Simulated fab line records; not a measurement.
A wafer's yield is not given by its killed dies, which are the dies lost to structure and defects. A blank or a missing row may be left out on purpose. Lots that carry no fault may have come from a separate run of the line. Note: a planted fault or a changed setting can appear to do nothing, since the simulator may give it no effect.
Split-lot trial    flow n5Finfet    on a route of 1938 steps: 7 lots, 21 wafers read

== ABOUT THE SPLIT ==
At N5_FIN_SAQP_EXPOSE_13 (exposes mask FIN CORE, target cd 35.6 nm), the setting doseMj was moved away from the recipe's 63.25 on 9 of the 21 wafers read, by -2.6% to +7.1%. The other wafers ran this setting at the recipe's value.

== FROM THE SPLIT TO THE READING: what the file shows between them, 2 steps ==
- N5_FIN_SAQP_PEB_14: peb time 60 s
- N5_FIN_SAQP_DEVELOP_15: develop time 30 s

== THE READING ==
Shown in nm: cdNm at N5_FIN_SAQP_CD_MEAS_16, with target cd 35.6 nm. Typical for fault-free wafers on this fab line: 35.5 nm, with standard deviation 0.34 nm.

wafer   tool, chamber at the split  doseMj as run  against the recipe  cdNm, nm  against lot-mates on the recipe
L076.3  arfiScanner-01, 0           63.25          recipe              35.5      -
L076.4  arfiScanner-01, 0           63.25          recipe              35.5      -
L076.5  arfiScanner-01, 0           63.25          recipe              35.9      -
L077.4  arfiScanner-03, 0           63.25          recipe              35.3      -
L077.5  arfiScanner-03, 0           63.25          recipe              35.1      -
L077.6  arfiScanner-03, 0           63.25          recipe              35.6      -
L083.1  arfiScanner-02, 0           67.71          +7.1%               33.1      -2.8
L083.5  arfiScanner-02, 0           63.25          recipe              35.9      -
L083.6  arfiScanner-02, 0           67.71          +7.1%               33.1      -2.8
L085.1  arfiScanner-02, 0           61.63          -2.6%               35.5      -0.2
L085.2  arfiScanner-02, 0           61.63          -2.6%               36.0      +0.3
L085.4  arfiScanner-02, 0           63.25          recipe              35.7      -
L088.1  arfiScanner-02, 0           67.74          +7.1%               33.1      -2.2
L088.2  arfiScanner-02, 0           63.25          recipe              35.3      -
L088.3  arfiScanner-02, 0           67.74          +7.1%               33.6      -1.7
L090.1  arfiScanner-01, 0           65.79          +4.0%               34.6      no lot-mate on the recipe
L090.2  arfiScanner-01, 0           65.79          +4.0%               34.5      no lot-mate on the recipe
L090.3  arfiScanner-01, 0           65.79          +4.0%               33.8      no lot-mate on the recipe
L092.1  arfiScanner-02, 0           63.25          recipe              36.2      -
L092.2  arfiScanner-02, 0           63.25          recipe              35.6      -
L092.6  arfiScanner-02, 0           63.25          recipe              35.8      -

FIT RESULTS
A straight line over all 21 wafers: cdNm changes by -0.306 nm for each +1% of doseMj; r = -0.94; the points scatter about the line by 0.36 nm.
The same after taking each lot's own level away (the mean of its wafers on the recipe; 18 wafers): -0.301 nm for each +1%; r = -0.94; scatter 0.38 nm.
On that fit, the largest move of doseMj shifts the reading by 2.1 nm.
Measured against the standard deviation above, the lots' own levels, which go from 35.30 to 35.90 nm, span 1.8 times it.
So the lot-to-lot level changes the slope little: the two slopes agree.
Check: with one of the wafers moved furthest among these (+7.1%) left out of the fit, the line predicts -2.3 nm for it against its lot-mates. It came out at -2.2 nm against them.

== THESE WAFERS: OTHER SPLITS ==
These wafers also went through other splits before the reading. Each is held against what the fit with the lots' levels taken away leaves over:
other split on the same wafers       wafers away from the commonest value  r with cdNm (lot level and that fit taken away)
N5_WELL_APT_PEB_06 pebTimeS          6                                     +0.01
N5_WELL_APT_DEVELOP_07 developTimeS  5                                     +0.13
N5_FIN_SAQP_PECVD_47 timeS           8                                     -0.10

== FILE'S OWN FIT ==
cdNm changes by -0.315 nm for each +1% of doseMj, r = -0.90.
